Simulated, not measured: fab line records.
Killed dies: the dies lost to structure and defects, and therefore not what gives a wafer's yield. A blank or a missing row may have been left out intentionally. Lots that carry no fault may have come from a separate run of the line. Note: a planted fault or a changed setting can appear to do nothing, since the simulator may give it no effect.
The tool behind it: which one? ; flow n5Finfet ; 9 lots with 27 wafers sampled at 4 steps, on a route of 1938 steps

## WHAT EACH GAUGE READ, for each wafer
N5_PMOS_HMC_CHANNEL_EPI_THK_MEAS_22.
lot;measured;on;HMC_CMP_THK (nm)
L621;day 1 19:41;filmMetro-02;54.4 53.4 53.0
L626;day 3 02:12;filmMetro-01;54.1 53.7 53.8
L631;day 4 08:24;filmMetro-01;53.6 53.8 54.3
L633;day 4 20:41;filmMetro-02;55.3 53.2 53.7
L634;day 5 04:50;filmMetro-01;53.5 52.6 52.9
L635;day 5 08:52;filmMetro-02;59.4 54.3 52.6
L636;day 5 15:19;filmMetro-02;58.6 53.4 55.0
L642;day 7 02:35;filmMetro-02;52.9 53.7 53.5
L644;day 7 13:36;filmMetro-02;53.6 53.1 53.5

## TOOL THAT RAN EACH LOT (tool first, then ch and the chambers of the sampled wafers, then the start)
lot;N5_WELL_APT_EPI_41;N5_PMOS_HMC_CHANNEL_EPI_FIN_RECESS_16;N5_PMOS_HMC_CHANNEL_EPI_CMP_21
L621;epiRpcvd-01 ch 0, day 1 16:25;rieSi-01 ch 1,2,3, day 1 17:43;cmp-04 ch 0,1,2, day 1 19:23
L626;epiRpcvd-02 ch 0, day 2 22:11;rieSi-06 ch 0,2,3, day 3 00:23;cmp-01 ch 1,2, day 3 01:55
L631;epiRpcvd-01 ch 0, day 4 04:15;rieSi-05 ch 0,1,2, day 4 06:11;cmp-01 ch 1,3, day 4 08:08
L633;epiRpcvd-01 ch 0, day 4 17:22;rieSi-01 ch 0,1,3, day 4 18:55;cmp-01 ch 2,3, day 4 20:25
L634;epiRpcvd-03 ch 0, day 4 23:42;rieSi-06 ch 0,1,2, day 5 02:37;cmp-03 ch 1,2,3, day 5 04:34
L635;epiRpcvd-02 ch 0, day 5 05:22;rieSi-01 ch 0,1,3, day 5 07:04;cmp-01 ch 1,2, day 5 08:37
L636;epiRpcvd-01 ch 0, day 5 11:23;rieSi-01 ch 0,1,2, day 5 13:31;cmp-01 ch 0,1,2, day 5 15:02
L642;epiRpcvd-03 ch 0, day 6 22:55;rieSi-06 ch 0,1,2, day 7 00:47;cmp-04 ch 0,1,3, day 7 02:19
L644;epiRpcvd-01 ch 0, day 7 10:11;rieSi-06 ch 2,3, day 7 11:48;cmp-03 ch 1,2,3, day 7 13:18
- N5_WELL_APT_EPI_41: deposits Si from SiH4/H2, target thk 50 nm, time 297.7 s.
- N5_PMOS_HMC_CHANNEL_EPI_FIN_RECESS_16: chemistry HBr/Cl2, target Si, target depth 54 nm, time 18 s.
- N5_PMOS_HMC_CHANNEL_EPI_CMP_21: polishes SiGe30, target thk 54 nm.

## THE ANSWER, worked out from the rows above alone
Rule: usual is defined by the lots themselves. Put in order of their means at a reading, lots are off if they are a third of the lots or fewer, leave a main group of 4 or more, and stand apart from it by a gap of 3 or more times the standard deviation of the main group's means; of several such gaps the widest counts. If all means in a main group match to the digits the tables above print for the reading, that group is not used. Also off: a lot with no number at a reading for which 4 or more lots have one. Where the step has rows for the other lots, those lots are counted as sound.
Off: L635, L636, seen at N5_PMOS_HMC_CHANNEL_EPI_THK_MEAS_22 (HMC_CMP_THK). The main group has a mean of 53.6 nm with a standard deviation of 0.35.
If a tool, at a process step before that reading, ran all the lots that are off and no sound lot after the first of them, it fits. The gauges at N5_PMOS_HMC_CHANNEL_EPI_THK_MEAS_22 are tried like those tools. This does not decide it: 2 tools fit, namely rieSi-01 at N5_PMOS_HMC_CHANNEL_EPI_FIN_RECESS_16 and cmp-01 at N5_PMOS_HMC_CHANNEL_EPI_CMP_21.

## WHAT THE SIMULATOR HAD PUT IN
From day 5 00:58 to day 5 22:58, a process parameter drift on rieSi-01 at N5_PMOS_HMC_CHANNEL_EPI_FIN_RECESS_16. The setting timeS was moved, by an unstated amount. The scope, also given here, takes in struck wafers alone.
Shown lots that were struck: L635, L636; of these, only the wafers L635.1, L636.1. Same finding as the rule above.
